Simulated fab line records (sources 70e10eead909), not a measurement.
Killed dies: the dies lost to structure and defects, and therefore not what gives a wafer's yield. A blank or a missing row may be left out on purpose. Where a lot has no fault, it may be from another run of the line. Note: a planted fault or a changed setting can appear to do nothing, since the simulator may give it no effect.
Chamber matching -- flow nandHarc -- NHARC_A_STAIRCASE_DESCUM_270 on rieDiel-07: 4 sister chambers
The step chemistry O2, time 3 s. 36 wafers are shown with their chamber, then 12 later ones without.

## WAFERS, EACH WITH ITS CHAMBER
wafer,chamber,drypumpMotorCurrentA (A),showerheadPlenumPTorr (Torr),oesProductAu (a.u.)
L075.1,3,5.0,1.89,1.018
L075.3,0,6.2,1.86,1.000
L075.5,3,5.0,1.89,1.007
L075.2,2,5.4,2.03,1.013
L075.4,1,6.0,1.88,0.972
L075.6,0,6.3,1.86,0.987
L076.1,2,5.4,2.03,1.023
L076.4,1,6.1,1.88,1.001
L076.5,2,5.4,2.03,1.028
L078.1,3,5.0,1.89,1.010
L078.2,0,6.3,1.86,0.992
L078.5,3,5.0,1.89,1.008
L077.3,1,6.1,1.88,0.981
L077.4,0,6.3,1.86,1.003
L077.6,2,5.5,2.03,1.025
L077.1,3,5.0,1.89,1.012
L077.2,2,5.5,2.03,1.021
L077.5,1,6.1,1.88,0.986
L080.4,0,6.3,1.86,0.995
L080.5,1,6.1,1.87,0.984
L080.6,0,6.3,1.86,1.002
L080.1,3,5.0,1.89,1.005
L080.2,2,5.4,2.03,1.028
L080.3,1,6.1,1.87,0.991
L081.2,0,6.3,1.85,1.002
L081.4,2,5.4,2.02,1.025
L081.5,2,5.4,2.02,1.017
L084.2,3,5.0,1.88,0.996
L084.5,3,5.0,1.88,1.010
L084.6,0,6.3,1.85,0.996
L084.1,2,5.4,2.02,1.009
L084.3,1,6.1,1.87,1.008
L084.4,0,6.3,1.85,0.982
L087.1,3,5.0,1.88,1.010
L087.2,1,6.1,1.87,0.990
L087.6,0,6.3,1.85,0.978

SIGNATURES (means of the wafers above)
reading,chamber 0,chamber 1,chamber 2,chamber 3,scatter within a chamber
drypumpMotorCurrentA,6.290,6.087,5.422,5.000,0.0323
showerheadPlenumPTorr,1.8560,1.8750,2.0267,1.8867,0.00512
oesProductAu,0.99370,0.98913,1.02100,1.00844,0.00836
Rule: for a wafer and a chamber, the distance is found by dividing, reading by reading, the gap between the wafer's reading and the chamber's mean by the reading's scatter, squaring, summing and taking the root. The wafer belongs to the nearest chamber; if the next one is less than 2 further off, it can't be placed. The scatter: take each reading less its chamber's mean, square it, sum over the shown wafers, divide by the number of wafers less the number of chambers, and take the root.

## WAFERS MISSING THEIR CHAMBER
wafer,drypumpMotorCurrentA (A),showerheadPlenumPTorr (Torr),oesProductAu (a.u.)
L090.1,6.1,1.86,0.997
L090.2,6.3,1.85,0.982
L090.3,5.0,1.88,1.009
L091.3,6.1,1.86,1.006
L091.5,6.3,1.84,0.983
L091.6,5.4,2.01,1.016
L093.4,6.1,1.86,0.992
L093.5,5.4,2.01,1.008
L093.6,6.1,1.86,1.000
L097.1,6.1,1.86,0.997
L097.3,6.3,1.84,0.982
L097.4,5.4,2.01,1.004

## EACH ONE'S CHAMBER
wafer,from the rows above,in truth
L090.1,1,1
L090.2,0,0
L090.3,3,3
L091.3,1,1
L091.5,0,0
L091.6,2,2
L093.4,1,1
L093.5,2,2
L093.6,1,1
L097.1,1,1
L097.3,0,0
L097.4,2,2
Placed correctly: 12 of 12. Can't be placed from these rows: 0. Placed wrongly: 0.
